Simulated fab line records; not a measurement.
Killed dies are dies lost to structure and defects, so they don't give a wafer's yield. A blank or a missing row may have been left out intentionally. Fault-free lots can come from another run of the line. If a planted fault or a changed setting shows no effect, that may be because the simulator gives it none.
fab line records    flow n5-finfet
record: lots: 12  wafers: 32  last-day: 17
route steps=1938 shown BEOL_M7@1316 BEOL_M8@1349 PASSIVATION@1936
lots that met no fault: taken from a fault-free run of the same line
start-h: hours from the record's first day to the start of the lot's first wafer shown    wait-h: hours elapsed since this lot's preceding step    " identical to the entry in the row above    L1.1+2: a row that stands for several wafers    - no value present, or no start provided    * or withheld: withheld    < > ~ a bound
route shown NAME@n: NAME is a module with steps in the file, n the number in the route of the first one    usual: mean and standard deviation over wafers with no fault    same: alike in all rows    chamber/n: place in a boat    sites: readings site by site    _std_site: how widely they spread, as a standard deviation    _edge_site: inner sites' mean taken away from outer sites' mean    radius-mm: for every site, how far away it sits from the centre of the wafer    mask NAME#n: copy n    behind: the last tool/chamber to shape the wafer    hold: the reason the lot was held/the length of the hold in hours/how it ended    device: the transistor (n, p or np) that didn't switch    end of line: tests of these same wafers at the route's end    a step without rows: its recipe alone    killed: the dies lost at the first sort to structure and to defects; this is not the yield of the wafer    map: shows each die of a wafer: x if killed, . if not, _ if none is there
set.NAME: setting as actually run; set.NAME@STEP: the setting as run at that earlier step    model.NAME: the simulator's own value behind a step, which no gauge read
route steps across a sampled set of lots; one table per step, one row per wafer
services: when a tool's chamber went out of use (start-h, in hours from the record's first day, below 0 if earlier), for how many hours, and the reason
== steps ==
step: N5_BEOL_M7_CD_MEAS_35
recipe: target-cd-nm: 40  polarity: opening
usual: cd-nm: 40.2/0.66
lot.wafer  tool       chamber  start-h  wait-h  cd-nm
L259.2     cd-sem-03  -        195.02   0.0     39.7
L259.3     "          -        "        "       40.0
L259.6     "          -        "        "       40.3
L261.2     cd-sem-02  -        221.76   0.0     41.1
L261.3     "          -        "        "       40.7
L261.6     "          -        "        "       40.2
L262.1     cd-sem-01  -        225.16   0.0     40.0
L262.2     "          -        "        "       39.8
L262.5     "          -        "        "       40.1
L263.1     cd-sem-03  -        230.01   0.0     40.7
L263.5     "          -        "        "       40.0
L263.6     "          -        "        "       40.3
L266.1     cd-sem-01  -        252.17   0.0     41.0
L266.3     "          -        "        "       41.4
L270.2     cd-sem-01  -        267.07   0.0     39.8
L270.4     "          -        "        "       40.7
L270.6     "          -        "        "       39.3
L272.1     cd-sem-02  -        271.66   0.0     41.9
L272.5     "          -        "        "       41.7
L272.6     "          -        "        "       40.9
L275.1     cd-sem-02  -        299.67   0.0     40.4
L275.2     "          -        "        "       39.6
L275.4     "          -        "        "       40.2
L277.3     cd-sem-03  -        309.05   0.0     40.6
L277.4     "          -        "        "       40.5
L277.5     "          -        "        "       40.5
L276.3     cd-sem-02  -        312.43   0.0     40.2
L276.4     "          -        "        "       40.4
L279.4     cd-sem-01  -        328.05   0.0     39.8
L279.6     "          -        "        "       39.8
L280.3     cd-sem-02  -        332.39   0.0     41.5
L280.6     "          -        "        "       39.8
step: N5_BEOL_M8_ETCH_61
recipe: chemistry: CF4  target: SiARC  target-depth-a: 455  mask-material: CAR-ArF  time-s: 75.8  ion-energy-ev: 80  pressure-mtorr: 40  source-w: 545  bias-w: 36  Ar_flow_sccm: 100  cf4-flow-sccm: 100  ends: cleared
usual: drypump-motor-current-A: 5.7/0.42  etch-rf-on-time-s: 74.4/2  oes-product-au: 0.71/0.052  rf-vpp-V: 184.4/1.2  showerhead-plenum-p-Torr: 2.17/0.063  throttle-valve-pct: 15.49/0.26
lot.wafer  tool         chamber  start-h  wait-h  drypump-motor-current-A  etch-rf-on-time-s  oes-product-au  rf-hours-counter-h  rf-vpp-V  showerhead-plenum-p-Torr  throttle-valve-pct
L259.2     rie-diel-03  0        199.64   0.0     6.1                      77.0               0.69            104                 183.4     2.15                      15.86
L259.3     "            2        "        "       5.5                      73.4               0.76            44                  186.0     2.26                      15.69
L259.6     "            0        "        "       6.1                      78.4               0.69            -                   184.2     2.15                      15.86
L261.2     rie-diel-06  0        226.50   0.0     6.1                      77.0               0.70            72                  185.5     2.24                      15.09
L261.3     "            3        "        "       5.8                      70.4               0.72            89                  185.4     2.25                      15.41
L261.6     "            3        "        "       5.7                      70.0               0.73            -                   184.1     2.25                      15.40
L262.1     rie-diel-06  2        230.42   0.0     5.1                      73.5               0.72            50                  184.7     2.16                      15.14
L262.2     "            3        "        "       5.8                      69.4               0.72            91                  185.7     2.25                      15.43
L262.5     "            0        "        "       6.2                      77.3               0.68            -                   186.0     2.24                      15.11
L263.1     rie-diel-03  3        238.71   0.0     5.6                      74.7               0.70            73                  184.5     2.16                      15.37
L263.5     "            0        "        "       6.1                      76.0               0.69            -                   186.0     2.15                      15.89
L263.6     "            1        "        "       5.6                      71.8               0.76            -                   186.2     2.26                      15.46
L266.1     rie-diel-03  2        259.57   0.0     5.5                      73.4               0.74            63                  185.2     2.25                      15.73
L266.3     "            1        "        "       5.6                      72.5               0.75            42                  185.5     2.26                      15.46
L270.2     rie-diel-03  0        270.56   0.0     6.2                      77.0               0.67            128                 185.0     2.14                      15.91
L270.4     "            2        "        "       5.5                      72.4               0.74            67                  185.4     2.25                      15.72
L270.6     "            3        "        "       5.7                      75.2               0.69            -                   182.2     2.16                      15.37
L272.1     rie-diel-02  0        276.90   0.0     6.4                      74.1               0.73            65                  183.4     2.10                      15.85
L272.5     "            1        "        "       5.7                      74.3               0.79            -                   185.5     2.18                      15.21
L272.6     "            2        "        "       5.6                      71.2               0.82            -                   184.2     2.09                      15.22
L275.1     rie-diel-03  0        304.62   0.0     6.1                      77.1               0.66            141                 183.9     2.14                      15.96
L275.2     "            1        "        "       5.7                      72.6               0.74            60                  185.7     2.25                      15.51
L275.4     "            3        "        "       5.7                      76.9               0.67            97                  184.9     2.15                      15.41
L277.3     rie-diel-03  0        313.81   0.0     6.1                      76.3               0.67            145                 184.6     2.14                      15.94
L277.4     "            1        "        "       5.7                      71.3               0.73            64                  185.3     2.25                      15.50
L277.5     "            0        "        "       6.1                      76.2               0.66            -                   183.0     2.14                      15.95
L276.3     rie-diel-02  2        317.74   0.0     5.6                      72.8               0.78            26                  182.9     2.08                      15.26
L276.4     "            1        "        "       5.7                      74.6               0.76            35                  185.2     2.18                      15.24
L279.4     rie-diel-06  2        333.90   0.0     5.2                      73.5               0.69            83                  184.4     2.15                      15.20
L279.6     "            2        "        "       5.1                      73.3               0.68            -                   185.7     2.15                      15.21
L280.3     rie-diel-03  1        340.50   0.0     5.6                      73.1               0.71            74                  185.8     2.25                      15.53
L280.6     "            1        "        "       5.7                      73.9               0.71            -                   185.1     2.25                      15.54
step: N5_BEOL_M8_COAT_22
recipe: resist: CAR-EUV  spin-rpm: 1500  resist-thk-nm: 30
usual: spin-speed-rpm: 1500.0/1.2
lot.wafer  tool            chamber  start-h  wait-h  spin-speed-rpm
L259.2     litho-track-02  0        202.75   -       1499.3
L259.3     "               0        "        "       1498.6
L259.6     "               0        "        "       1499.2
L261.2     litho-track-04  0        227.09   -       1499.6
L261.3     "               0        "        "       1501.7
L261.6     "               0        "        "       1501.0
L262.1     litho-track-02  0        233.04   -       1499.7
L262.2     "               0        "        "       1499.2
L262.5     "               0        "        "       1499.2
L263.1     litho-track-04  0        240.01   -       1499.6
L263.5     "               0        "        "       1500.4
L263.6     "               0        "        "       1499.5
L266.1     litho-track-04  0        260.13   -       1498.7
L266.3     "               0        "        "       1498.9
L270.2     litho-track-04  0        271.03   -       1411.2
L270.4     "               0        "        "       1413.4
L270.6     "               0        "        "       1411.8
L272.1     litho-track-04  0        278.61   -       1409.7
L272.5     "               0        "        "       1410.0
L272.6     "               0        "        "       1408.6
L275.1     litho-track-02  0        307.98   -       1500.0
L275.2     "               0        "        "       1498.6
L275.4     "               0        "        "       1500.4
L277.3     litho-track-03  0        315.76   -       1499.1
L277.4     "               0        "        "       1501.6
L277.5     "               0        "        "       1501.9
L276.3     litho-track-03  0        318.81   -       1500.0
L276.4     "               0        "        "       1498.5
L279.4     litho-track-02  0        335.43   -       1498.1
L279.6     "               0        "        "       1500.7
L280.3     litho-track-03  0        341.33   -       1501.7
L280.6     "               0        "        "       1499.2
step: N5_BEOL_M8_STRIP_36
recipe: chemistry: N2/H2  power-w: 450  temp-c: 40  pressure-mtorr: 20  rf-frequency-hz: 6e+07  overash-fraction: 0.3  bias-power-w: 7  h2-frac: 0.5  n2-flow-sccm: 200  h2-flow-sccm: 200
usual: drypump-motor-current-A: 5.7/0.42  oes-product-au: 0.83/0.058  rf-vpp-V: 59.3/1.5  showerhead-plenum-p-Torr: 2.58/0.084  throttle-valve-pct: 23.6/0.38
lot.wafer  tool         chamber  start-h  wait-h  drypump-motor-current-A  oes-product-au  rf-hours-counter-h  rf-vpp-V  showerhead-plenum-p-Torr  throttle-valve-pct
L259.2     rie-diel-03  3        203.36   0.0     5.7                      0.83            62                  59.1      2.58                      23.8
L259.3     "            2        "        "       5.5                      0.87            44                  60.9      2.71                      24.1
L259.6     "            0        "        "       6.2                      0.82            -                   60.2      2.55                      24.2
L261.2     rie-diel-06  0        227.83   0.0     6.1                      0.85            72                  58.8      2.69                      23.4
L261.3     "            3        "        "       5.8                      0.84            89                  58.5      2.67                      23.4
L261.6     "            1        "        "       6.1                      0.78            -                   57.8      2.43                      23.3
L262.1     rie-diel-03  1        233.66   0.0     5.7                      0.89            33                  56.4      2.68                      23.1
L262.2     "            2        "        "       5.5                      0.87            55                  55.7      2.70                      24.2
L262.5     "            3        "        "       5.7                      0.83            -                   61.1      2.58                      23.8
L263.1     rie-diel-03  3        241.06   0.0     5.7                      0.82            74                  58.0      2.58                      23.8
L263.5     "            1        "        "       5.6                      0.88            -                   62.0      2.68                      23.1
L263.6     "            2        "        "       5.5                      0.88            -                   56.9      2.70                      24.2
L266.1     rie-diel-03  1        261.06   0.0     5.6                      0.87            42                  59.2      2.68                      23.1
L266.3     "            0        "        "       6.2                      0.80            125                 61.0      2.55                      24.2
L270.2     rie-diel-02  0        271.84   0.0     6.4                      0.89            62                  60.5      2.47                      24.2
L270.4     "            3        "        "       4.9                      0.78            123                 59.3      2.56                      23.4
L270.6     "            2        "        "       5.6                      0.97            -                   60.5      2.48                      23.5
L272.1     rie-diel-03  0        279.97   0.0     6.1                      0.78            133                 59.5      2.54                      24.2
L272.5     "            0        "        "       6.1                      0.79            -                   61.9      2.54                      24.2
L272.6     "            3        "        "       5.7                      0.80            -                   60.8      2.57                      23.8
L275.1     rie-diel-02  1        308.96   0.0     5.7                      0.88            32                  57.3      2.58                      23.2
L275.2     "            3        "        "       4.9                      0.76            136                 60.8      2.55                      23.5
L275.4     "            0        "        "       6.4                      0.86            76                  59.7      2.47                      24.2
L277.3     rie-diel-06  2        316.38   0.0     5.1                      0.82            77                  60.0      2.57                      23.5
L277.4     "            0        "        "       6.1                      0.79            103                 57.3      2.68                      23.5
L277.5     "            0        "        "       6.1                      0.79            -                   59.0      2.68                      23.5
L276.3     rie-diel-06  2        319.43   0.0     5.1                      0.81            78                  57.4      2.57                      23.5
L276.4     "            0        "        "       6.1                      0.79            104                 60.8      2.68                      23.5
L279.4     rie-diel-06  0        336.51   0.0     6.1                      0.78            111                 62.6      2.68                      23.5
L279.6     "            1        "        "       6.1                      0.72            -                   59.4      2.41                      23.4
L280.3     rie-diel-03  3        342.78   0.0     5.7                      0.77            114                 57.6      2.56                      23.8
L280.6     "            2        "        "       5.5                      0.83            -                   60.9      2.68                      24.2
step: N5_PASSIVATION_PROBE_49
usual: defect-limited-yield: 91.2/1.5  killed_at_M0_to_M3: 36/10  killed_at_M4_up: 13/6  killed-at-contacts: 11/5.2  killed-at-front-end: 40/11  killed-at-other: 3.1/2.9  killed-dies: 104/17  killed-on-rim: 14/3.6  killed-open: 66/12  killed-short: 34/7.7  sort_bin_5_function: 5.1/0.91  sort_bin_6_memory: 3.2/0.67  sort-n-pass: 1076/17  sort-yield-pct: 91.2/1.5
same: gross-dies: 1180  killed-at-back-side: 0  sort_bin_4_leakage[%]: 0  sort_bin_8_speed[%]: 0
lot.wafer  tool       chamber  start-h  wait-h  defect-limited-yield[%]  killed_at_M0_to_M3  killed_at_M4_up  killed-at-contacts  killed-at-front-end  killed-at-other  killed-dies  killed-on-rim  killed-open  killed-short  sort_bin_5_function[%]  sort_bin_6_memory[%]  sort-n-pass  sort-yield-pct[%]
L266.1     prober-02  -        327.20   0.1     91.4                     35                  17               12                  34                   4                102          15             64           35            4.7                     3.6                   1078         91.4
L266.3     prober-02  -        327.30   0.2     91.9                     38                  10               7                   38                   2                95           18             58           35            4.7                     3.1                   1085         91.9
L270.2     prober-02  -        349.36   0.1     88.4                     45                  22               12                  53                   5                137          16             86           48            6.9                     4.6                   1043         88.4
L277.3     prober-02  -        389.76   0.1     90.0                     36                  19               17                  43                   3                118          21             79           30            5.3                     3.9                   1062         90.0
L277.4     prober-02  -        389.81   0.2     90.0                     34                  22               9                   53                   0                118          16             79           36            6.8                     3.1                   1062         90.0
L277.5     prober-02  -        389.86   0.2     90.4                     28                  19               12                  52                   2                113          16             67           40            5.2                     3.6                   1067         90.4
killed by level:class
L266.1 STI_FIN_REVEAL:geometric-particle:open=16 MOL_CONTACT_COAG:geometric-particle:open=10 BEOL_M0_SAQP:geometric-particle:short=9 BEOL_M1:geometric-particle:open=7 BEOL_M0_SAQP:geometric-particle:open=5 BEOL_M2:geometric-particle:open=5 BEOL_M4:geometric-particle:open=5 BEOL_M1:geometric-particle:short=4
L266.3 BEOL_M0_SAQP:geometric-particle:open=11 ILD0:geometric-particle:open=9 BEOL_M1:geometric-particle:open=9 BEOL_M0_SAQP:geometric-particle:short=7 DUMMY_GATE:geometric-particle:open=5 ILD0:geometric-particle:short=5 MOL_CONTACT_COAG:geometric-particle:open=5 BEOL_M2:geometric-particle:short=5
L270.2 BEOL_M0_SAQP:geometric-particle:open=14 FIN_SAQP:geometric-particle:short=12 FIN_SAQP:geometric-particle:open=12 BEOL_M0_SAQP:geometric-particle:short=11 STI_FIN_REVEAL:geometric-particle:open=10 MOL_CONTACT_COAG:geometric-particle:open=10 BEOL_M4:geometric-particle:open=9 BEOL_M1:geometric-particle:open=5
L277.3 MOL_CONTACT_COAG:geometric-particle:open=12 FIN_SAQP:geometric-particle:open=10 BEOL_M4:geometric-particle:open=10 BEOL_M3:geometric-particle:open=8 BEOL_M0_SAQP:geometric-particle:open=6 HKMG_FIN:area-etch=6 ILD0:geometric-particle:open=5 MOL_CONTACT_COAG:geometric-particle:short=5
L277.4 FIN_SAQP:geometric-particle:open=13 BEOL_M2:geometric-particle:open=9 FIN_SAQP:geometric-particle:short=6 DUMMY_GATE:geometric-particle:open=6 ILD0:geometric-particle:open=6 MOL_CONTACT_COAG:geometric-particle:open=6 BEOL_M0_SAQP:geometric-particle:short=6 BEOL_M3:geometric-particle:open=6
L277.5 ILD0:geometric-particle:short=11 MOL_CONTACT_COAG:geometric-particle:open=11 FIN_SAQP:geometric-particle:open=9 FIN_SAQP:geometric-particle:short=9 BEOL_M4:geometric-particle:open=8 BEOL_M3:geometric-particle:open=8 BEOL_M1:geometric-particle:open=5 BEOL_M2:geometric-particle:open=5
== services ==
tool         chamber  start-h  hours  kind
rie-diel-02  2        177.14   9.3    repair
rie-diel-02  1        178.63   14.1   repair
rie-diel-03  1        186.86   6.5    repair
rie-diel-02  1        193.11   -      clean
rie-diel-02  1        193.11   -      consumable-replace:focus-ring
rie-diel-02  1        193.11   25.0   scheduled-down
rie-diel-02  1        193.11   25.0   vent-cycle
rie-diel-03  1        202.38   5.7    repair
rie-diel-03  -        207.12   0.4    repair
rie-diel-02  2        220.79   6.6    repair
rie-diel-02  3        222.10   1.4    repair
rie-diel-02  2        227.67   -      clean
rie-diel-02  2        227.67   -      consumable-replace:focus-ring
rie-diel-02  2        227.67   19.5   scheduled-down
rie-diel-02  2        227.67   19.5   vent-cycle
rie-diel-03  2        246.73   2.6    repair
rie-diel-06  -        307.32   2.8    pm
rie-diel-02  -        329.88   24.2   repair
== key ==
first-sign: step: N5_BEOL_M8_COAT_22  reading: spin-speed-rpm  direction: down  sigmas: 75  usual: *  struck: *
effect none on later readings
met-at N5_BEOL_M8_COAT_22
struck-lots L270,L272
not-acting-at N5_BEOL_M7_CD_MEAS_35,N5_BEOL_M8_ETCH_61,N5_BEOL_M8_STRIP_36
onset-between 260.13 271.03
fault: kind: process-parameter-drift  tool: litho-track-04  chamber: -  onset-h: 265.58  steps: N5_BEOL_M8_COAT_22  channel: spin-rpm  offset: *  shape: step  end-h: 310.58  acts-in: *  stated: *
